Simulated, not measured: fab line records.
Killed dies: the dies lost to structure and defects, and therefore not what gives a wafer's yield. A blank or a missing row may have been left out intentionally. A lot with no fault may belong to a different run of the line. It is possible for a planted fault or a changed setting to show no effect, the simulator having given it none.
fab line records	flow n5-finfet
[record] lots = 10	wafers = 30	last-day = 19
route steps=1938 shown BEOL_M4@1070
lots with no fault: from the same line, run without faults
start-h: hours from the record's opening day to when the first of the lot's shown wafers began	wait-h: time in hours since the lot's previous step	" unchanged from the row above	L1.1+2: one row covering several wafers at once	- no value present, or no start provided	* or withheld: withheld	< > ~ a bound
route shown NAME@n: NAME is a module with steps in the file, n the number in the route of the first one	usual: the fault-free wafers' mean and standard deviation	same: alike in all rows	chamber/n: place in a boat	sites: the reading at each site	_std_site: the standard deviation of these	_edge_site: the outer-site mean with the inner-site mean subtracted	radius-mm: how far each site lies from the wafer's centre	mask NAME#n: copy n	behind: the tool/chamber that last shaped the wafer	hold: why the lot went on hold/how many hours it stayed there/how the hold came to an end	device: names the non-switching transistor (n, p or np)	end of line: the route-end tests of the same wafers	a step given without rows: its recipe and nothing more	killed: at the first sort, the dies lost to defects and structure; wafer yield is something else	map: the dies of a wafer, with x for killed, . for not killed, _ for no die there
set.NAME: the setting the step ran with; set.NAME@STEP: the setting that earlier step ran with	model.NAME: the simulator's own value behind a step, which no gauge read
route steps across a sampled set of lots; one table per step, one row per wafer
services: the hour from which a tool's chamber was out of use, counted from the record's first day as start-h (under 0 if before that day), plus the number of hours and why
[[steps]]
[step N5_BEOL_M4_TRENCH_ETCH_37]
[recipe] chemistry = C4F6/O2	target-depth-a = 555.55	target = SiOC	time-s = 29.2	ion-energy-ev = 250	pressure-mtorr = 30	source-w = 355	bias-w = 185	Ar_flow_sccm = 300	C4F6_flow_sccm = 10	O2_flow_sccm = 10
[usual] drypump-motor-current-A = 5.71/0.27	oes-product-au = 0.84/0.08	rf-vpp-V = 672/13	showerhead-plenum-p-Torr = 2.90/0.1	throttle-valve-pct = 20.77/0.23
lot.wafer	tool	chamber	start-h	wait-h	drypump-motor-current-A	oes-product-au	rf-hours-counter-h	rf-vpp-V	showerhead-plenum-p-Torr	throttle-valve-pct
L326.1	rie-diel-05	1	-	-	5.83	0.92	15	664	2.91	20.34
L326.4	"	0	"	"	5.57	0.78	-	666	2.85	20.50
L326.5	"	2	"	"	6.14	0.83	-	656	2.88	21.00
L331.2	rie-diel-04	3	-	-	6.06	0.86	60	694	3.02	20.90
L331.3	"	2	"	"	5.46	0.68	234	657	2.70	21.34
L331.5	"	0	"	"	5.44	0.66	-	677	2.81	20.86
L330.1	rie-diel-06	3	-	-	5.27	0.96	9	654	2.93	20.40
L330.2	"	1	"	"	5.61	0.82	95	676	2.78	20.70
L330.6	"	3	"	"	5.27	0.96	-	653	2.93	20.41
L333.2	rie-diel-04	1	-	-	6.06	0.92	28	664	2.89	20.71
L333.3	"	3	"	"	6.03	0.86	64	694	3.02	20.92
L333.5	"	1	"	"	6.02	0.91	-	664	2.89	20.70
L335.2	rie-diel-06	0	-	-	5.59	0.83	72	664	2.99	20.87
L335.3	"	2	"	"	5.76	0.84	60	688	3.03	20.60
L335.6	"	2	"	"	5.79	0.85	-	689	3.03	20.62
L336.2	rie-diel-04	1	-	-	6.04	0.89	34	664	2.89	20.73
L336.3	"	0	"	"	5.45	0.99	1	675	2.81	20.50
L336.4	"	2	"	"	5.45	0.66	244	657	2.70	21.38
L344.1	rie-diel-04	3	-	-	6.04	0.81	88	692	3.00	20.94
L344.2	"	0	"	"	5.40	0.92	19	675	2.80	20.54
L344.3	"	2	"	"	5.45	0.98	3	669	3.03	20.94
L345.1	rie-diel-06	3	-	-	5.27	0.89	45	653	2.91	20.45
L345.4	"	1	"	"	5.59	0.78	130	677	2.76	20.77
L345.5	"	1	"	"	5.63	0.78	-	678	2.76	20.77
L346.3	rie-diel-04	2	-	-	5.45	0.97	7	668	3.03	20.96
L346.5	"	3	"	"	6.02	0.82	-	693	3.00	20.94
L346.6	"	2	"	"	5.44	0.96	-	666	3.03	20.95
L347.1	rie-diel-04	3	-	-	6.04	0.83	94	694	3.00	20.95
L347.5	"	2	"	"	5.46	0.97	-	669	3.03	20.96
L347.6	"	1	"	"	6.07	0.88	-	664	2.88	20.74
[step N5_BEOL_M4_CD_MEAS_35]
[recipe] target-cd-nm = 18	target-cd-y-nm = 22.4	polarity = opening
[usual] cd-nm = 18.1/0.32
lot.wafer	tool	chamber	start-h	wait-h	cd-nm
L326.1	cd-sem-03	-	182.75	0.0	18.2
L326.4	"	-	"	"	18.2
L326.5	"	-	"	"	18.3
L331.2	cd-sem-03	-	229.05	0.0	18.3
L331.3	"	-	"	"	18.0
L331.5	"	-	"	"	18.6
L330.1	cd-sem-03	-	233.88	0.0	17.8
L330.2	"	-	"	"	18.1
L330.6	"	-	"	"	18.2
L333.2	cd-sem-01	-	241.54	0.0	18.1
L333.3	"	-	"	"	18.0
L333.5	"	-	"	"	17.8
L335.2	cd-sem-01	-	244.45	0.0	18.1
L335.3	"	-	"	"	17.7
L335.6	"	-	"	"	18.1
L336.2	cd-sem-03	-	256.65	0.0	18.0
L336.3	"	-	"	"	18.6
L336.4	"	-	"	"	18.5
L344.1	cd-sem-02	-	326.78	0.0	17.8
L344.2	"	-	"	"	18.4
L344.3	"	-	"	"	18.7
L345.1	cd-sem-01	-	326.94	0.0	18.2
L345.4	"	-	"	"	17.4
L345.5	"	-	"	"	17.6
L346.3	cd-sem-03	-	333.65	0.0	18.3
L346.5	"	-	"	"	18.1
L346.6	"	-	"	"	18.5
L347.1	cd-sem-01	-	336.62	0.0	17.8
L347.5	"	-	"	"	17.7
L347.6	"	-	"	"	17.9
[step N5_BEOL_M4_SURFACE_TREAT_85]
[recipe] gas = Ar	time-s = *	ion-energy-ev = *	ion-current-ma-cm2 = 0.5	pressure-mtorr = *	ar-flow-sccm = 30
[usual] throttle-valve-pct = *
lot.wafer	tool	chamber	start-h	wait-h	throttle-valve-pct
L326.1	pvd-sputter-02	-	183.46	0.1	*
L326.4	"	-	"	"	*
L326.5	"	-	"	"	*
L331.2	pvd-sputter-03	-	229.89	0.2	*
L331.3	"	-	"	"	*
L331.5	"	-	"	"	*
L330.1	pvd-sputter-02	-	234.36	0.2	*
L330.2	"	-	"	"	*
L330.6	"	-	"	"	*
L333.2	pvd-sputter-02	-	242.17	0.2	*
L333.3	"	-	"	"	*
L333.5	"	-	"	"	*
L335.2	pvd-sputter-02	-	245.36	0.1	*
L335.3	"	-	"	"	*
L335.6	"	-	"	"	*
L336.2	pvd-sputter-02	-	259.95	2.3	*
L336.3	"	-	"	"	*
L336.4	"	-	"	"	*
L344.1	pvd-sputter-03	-	327.58	0.2	*
L344.2	"	-	"	"	*
L344.3	"	-	"	"	*
L345.1	pvd-sputter-02	-	327.72	0.2	*
L345.4	"	-	"	"	*
L345.5	"	-	"	"	*
L346.3	pvd-sputter-03	-	334.26	0.3	*
L346.5	"	-	"	"	*
L346.6	"	-	"	"	*
L347.1	pvd-sputter-02	-	337.55	0.2	*
L347.5	"	-	"	"	*
L347.6	"	-	"	"	*
[step N5_BEOL_M4_CVD_47]
[recipe] material = Co	target-thk-a = 30	temp-c = withheld	precursor = CCTBA/H2	pressure-torr = 30	time-s = 223.8
[usual] chamber-pressure-Torr = 30.00/0.067	run-length-s = 246.8/0.48
lot.wafer	tool	chamber	start-h	wait-h	chamber-pressure-Torr	run-length-s
L326.1	cvd-co-01	1	183.54	0.1	30.00	246.8
L326.4	"	1	"	"	29.95	247.3
L326.5	"	0	"	"	30.11	246.0
L331.2	cvd-co-02	0	230.18	0.3	30.06	247.1
L331.3	"	2	"	"	30.04	247.7
L331.5	"	2	"	"	30.11	247.3
L330.1	cvd-co-02	0	234.42	0.0	29.98	247.7
L330.2	"	1	"	"	29.91	246.8
L330.6	"	0	"	"	29.93	247.2
L333.2	cvd-co-02	2	242.40	0.2	30.04	132.3
L333.3	"	0	"	"	29.92	246.8
L333.5	"	0	"	"	30.04	247.1
L335.2	cvd-co-02	1	245.42	0.0	29.98	246.5
L335.3	"	0	"	"	30.07	247.1
L335.6	"	2	"	"	30.04	132.1
L336.2	cvd-co-02	0	260.03	0.1	29.99	246.8
L336.3	"	2	"	"	30.00	131.9
L336.4	"	0	"	"	29.99	246.8
L344.1	cvd-co-02	1	327.71	0.1	29.97	246.8
L344.2	"	0	"	"	29.95	247.0
L344.3	"	2	"	"	29.98	247.0
L345.1	cvd-co-02	2	327.85	0.1	29.93	246.9
L345.4	"	0	"	"	30.06	246.8
L345.5	"	1	"	"	29.95	246.6
L346.3	cvd-co-02	2	334.59	0.3	29.85	247.2
L346.5	"	1	"	"	30.00	246.8
L346.6	"	0	"	"	30.02	246.9
L347.1	cvd-co-02	1	337.63	0.1	29.98	246.4
L347.5	"	2	"	"	30.09	247.3
L347.6	"	0	"	"	29.97	247.0
[step N5_BEOL_M4_RC_MEAS_101]
[usual] DIBL_N = 35.1/1.6	DIBL_P = 34.9/1.8	IOFF_N = 0.143/0.026	IOFF_P = 0.21/0.037	ION_N = 671/11	ION_P = 463/7.8	SS_N = 71.2/0.58	SS_P = 73.0/0.54	VT_N = 251/3	VT_P = -250/4.1
lot.wafer	tool	chamber	start-h	wait-h	DIBL_N[mV/V]	DIBL_P[mV/V]	IOFF_N[nA/um]	IOFF_P[nA/um]	ION_N[uA/um]	ION_P[uA/um]	SS_N[mV/dec]	SS_P[mV/dec]	VT_N[mV]	VT_P[mV]
L326.1	prober-02	0	191.28	0.0	32.9	32.2	0.110	0.18	663	462	69.8	72.5	255	-249
L326.4	"	0	"	"	34.7	34.7	0.137	0.21	678	472	70.9	72.8	250	-248
L326.5	"	0	"	"	35.1	35.1	0.147	0.22	680	464	71.3	72.7	252	-249
L331.2	prober-01	0	237.14	0.2	35.0	34.1	0.118	0.16	657	451	71.6	72.6	257	-256
L331.3	"	0	"	"	34.8	33.8	0.119	0.15	654	450	71.5	72.9	255	-261
L331.5	"	0	"	"	35.4	34.2	0.134	0.16	675	453	71.7	72.6	253	-255
L330.1	prober-01	0	241.00	0.0	34.3	35.1	0.135	0.20	681	467	71.2	73.2	254	-248
L330.2	"	0	"	"	35.9	36.5	0.155	0.23	691	467	71.6	73.7	251	-246
L330.6	"	0	"	"	33.5	34.4	0.131	0.20	668	469	71.2	72.3	252	-250
L333.2	prober-02	0	248.51	0.2	35.2	34.4	0.143	0.19	676	462	71.2	73.3	252	-253
L333.3	"	0	"	"	36.0	35.8	0.156	0.21	678	466	72.0	74.1	249	-250
L333.5	"	0	"	"	34.7	34.0	0.136	0.19	671	462	71.2	73.2	251	-253
L335.2	prober-01	0	250.13	0.2	34.9	33.6	0.126	0.17	671	460	71.2	72.4	255	-254
L335.3	"	0	"	"	35.5	35.2	0.131	0.18	661	459	70.9	73.8	254	-254
L335.6	"	0	"	"	34.3	33.2	0.118	0.16	664	454	70.7	72.8	254	-256
L336.2	prober-02	0	263.23	0.2	36.7	36.5	0.161	0.26	684	474	71.2	73.9	250	-244
L336.3	"	0	"	"	38.4	37.9	0.194	0.30	687	478	72.3	73.7	246	-242
L336.4	"	0	"	"	38.0	37.9	0.191	0.30	692	478	71.5	73.6	248	-239
L344.1	prober-01	0	330.80	0.0	34.3	33.8	0.121	0.19	656	450	71.3	72.6	253	-251
L344.2	"	0	"	"	37.4	38.1	0.175	0.26	675	472	71.4	73.6	249	-247
L344.3	"	0	"	"	36.3	36.9	0.154	0.23	674	472	71.2	72.7	251	-250
L345.1	prober-02	0	331.02	0.0	38.4	38.9	0.223	0.25	674	451	72.7	74.1	250	-248
L345.4	"	0	"	"	33.5	34.8	0.133	0.19	675	461	70.7	72.9	252	-248
L345.5	"	0	"	"	35.1	36.8	0.157	0.21	681	466	70.6	73.5	248	-252
L346.3	prober-01	0	339.92	0.9	37.5	36.4	0.162	0.26	673	469	71.4	73.5	252	-244
L346.5	"	0	"	"	35.5	34.0	0.135	0.23	673	466	71.0	73.5	251	-247
L346.6	"	0	"	"	36.4	35.6	0.157	0.25	677	476	71.7	74.0	250	-243
L347.1	prober-01	0	340.87	0.0	35.0	35.3	0.138	0.21	667	463	71.1	73.1	249	-248
L347.5	"	0	"	"	34.8	36.6	0.135	0.23	661	462	71.2	73.1	249	-247
L347.6	"	0	"	"	35.2	35.1	0.132	0.21	677	474	71.0	73.1	249	-248
[[services]]
tool	chamber	start-h	hours	kind
cvd-co-02	-	163.65	6.9	pm
pvd-sputter-03	-	168.35	2.5	repair
rie-diel-06	3	172.28	-	clean
rie-diel-06	3	172.28	-	consumable-replace:focus-ring
rie-diel-06	3	172.28	22.5	scheduled-down
rie-diel-06	3	172.28	22.5	vent-cycle
rie-diel-05	-	238.15	0.8	repair
rie-diel-04	0	238.47	-	clean
rie-diel-04	0	238.47	-	consumable-replace:focus-ring
rie-diel-04	0	238.47	12.6	scheduled-down
rie-diel-04	0	238.47	12.6	vent-cycle
cvd-co-02	-	254.53	0.8	repair
pvd-sputter-03	-	256.81	10.5	repair
rie-diel-04	2	272.93	-	clean
rie-diel-04	2	272.93	-	consumable-replace:focus-ring
rie-diel-04	2	272.93	-	consumable-replace:showerhead
rie-diel-04	2	272.93	28.6	scheduled-down
rie-diel-04	2	272.93	28.6	vent-cycle
rie-diel-04	-	292.12	28.1	pm
cvd-co-02	1	301.81	3.3	repair
cvd-co-02	-	316.03	2.8	pm
rie-diel-04	1	326.00	10.0	repair
cvd-co-01	1	327.14	3.5	repair
rie-diel-05	0	329.85	3.2	repair
[[key]]
[first-sign] step = N5_BEOL_M4_CVD_47	reading = run-length-s	direction = down	sigmas = 99+	usual = *	struck = *
effect none on later readings
met-at N5_BEOL_M4_CVD_47
struck-lots L333,L335,L336
struck-wafers L333.2,L335.6,L336.3
not-acting-at N5_BEOL_M4_TRENCH_ETCH_37,N5_BEOL_M4_CD_MEAS_35,N5_BEOL_M4_SURFACE_TREAT_85
onset-between 230.18 242.40
[fault] kind = process-parameter-drift	tool = cvd-co-02	chamber = 2	onset-h = 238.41	steps = N5_BEOL_M4_CVD_47	channel = time-s	offset = *	shape = step	end-h = 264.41	acts-in = *	stated = *
